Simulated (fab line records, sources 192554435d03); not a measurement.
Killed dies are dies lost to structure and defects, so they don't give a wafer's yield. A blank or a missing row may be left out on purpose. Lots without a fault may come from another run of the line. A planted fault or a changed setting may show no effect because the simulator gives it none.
One fault seen from 2 desks | flow n5_finfet | each desk has only its own numbers; what lay behind them comes last

THE TOOL OWNER'S DESK: litho_track-02
The tool's own readings at N5_SD_EPI_N_PEB_07 (peb time 60 s): means of the sampled wafers that have a number, for each lot that ran on this tool. A lot is out of limits, marked OUT, if its mean lies more than 4 standard deviations from the usual mean; the brackets give that distance.
Columns: A = heater_power_total_W at N5_SD_EPI_N_PEB_07, usual 175.6 W
lot  | first seen here | A
L852 | day 3 00:35     | 176.4
L856 | day 4 01:56     | 173.6
L862 | day 5 12:41     | 177.0
L868 | day 7 00:48     | 183.5 (+4.6) OUT
L870 | day 7 13:53     | 188.1 (+7.4) OUT
L871 | day 7 20:43     | 182.4
This desk's finding: out of limits on L868, L870; first on L868, day 7 00:48 (heater_power_total_W at N5_SD_EPI_N_PEB_07). In limits: L852, L856, L862, L871.

THE METROLOGY DESK
What the gauges read, lot by lot, whatever tool the lot ran on: means of the sampled wafers that have a number. A lot is out of limits, marked OUT, if its mean lies more than 4 standard deviations from the usual mean; the brackets give that distance. Of its 11 readings 7 are shown: the one that was out of limits first, and those that lie furthest out on some lot.
Columns: A = cd_nm at N5_SD_EPI_N_CD_MEAS_09, usual 120.1 nm; B = DIBL_N at N5_BEOL_M4_RC_MEAS_101, usual 36.8 mV/V; C = IOFF_P at N5_BEOL_M4_RC_MEAS_101, usual 0.23 nA/um; D = ION_N at N5_BEOL_M4_RC_MEAS_101, usual 680 uA/um; E = ION_P at N5_BEOL_M4_RC_MEAS_101, usual 466 uA/um; F = VT_N at N5_BEOL_M4_RC_MEAS_101, usual 248 mV; G = VT_P at N5_BEOL_M4_RC_MEAS_101, usual -249 mV
lot  | first seen here | A                | B    | C    | D   | E   | F   | G
L852 | day 3 00:39     | 119.0            | 35.4 | 0.21 | 680 | 464 | 249 | -251
L853 | day 3 07:01     | 120.7            | 37.2 | 0.20 | 677 | 458 | 250 | -253
L854 | day 3 13:02     | 119.7            | 37.6 | 0.30 | 701 | 478 | 243 | -243
L855 | day 3 18:34     | 121.3            | 36.6 | 0.21 | 681 | 459 | 247 | -252
L856 | day 4 01:59     | 119.7            | 34.5 | 0.17 | 670 | 450 | 250 | -256
L857 | day 4 09:00     | 121.5            | 37.2 | 0.23 | 683 | 465 | 249 | -250
L859 | day 4 18:28     | 119.9            | 36.8 | 0.22 | 671 | 464 | 248 | -248
L860 | day 5 04:00     | 121.8            | 36.1 | 0.24 | 677 | 465 | 248 | -251
L862 | day 5 12:46     | 119.7            | 40.4 | 0.31 | 684 | 475 | 246 | -243
L868 | day 7 00:52     | 117.5            | 36.5 | 0.15 | 668 | 450 | 252 | -255
L870 | day 7 13:58     | 115.1 (-5.0) OUT | 34.8 | 0.21 | 666 | 458 | 250 | -250
L871 | day 7 20:47     | 118.1            | 38.5 | 0.26 | 686 | 470 | 245 | -247
L873 | day 8 06:25     | 121.1            | 38.6 | 0.25 | 692 | 466 | 247 | -250
L874 | day 8 19:47     | 119.4            | 35.4 | 0.21 | 676 | 465 | 251 | -252
L875 | day 9 01:02     | 118.8            | 37.2 | 0.29 | 694 | 480 | 242 | -242
This desk's finding: out of limits on L870; first on L870, day 7 13:58 (cd_nm at N5_SD_EPI_N_CD_MEAS_09). In limits: L852, L853, L854, L855, L856, L857, L859, L860, L862, L868, L871, L873, L874, L875.

PUT TOGETHER
The tool owner's desk could have raised an alarm at day 7 00:48, on L868, L870.
The metrology desk could have raised an alarm at day 7 13:58, on L870.
The metrology desk has L868 on record, within its limits.
Of the lots named, all ran N5_SD_EPI_N_PEB_07 on litho_track-02.

WHAT THE SIMULATOR HAD PUT IN
Process parameter drift: litho_track-02, from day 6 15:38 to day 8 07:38, at N5_SD_EPI_N_PEB_07. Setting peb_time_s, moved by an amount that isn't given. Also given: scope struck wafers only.
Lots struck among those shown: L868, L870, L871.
Hours from the fault's start to each desk's first reading out of limits: the tool owner's desk, 9; the metrology desk, 22.
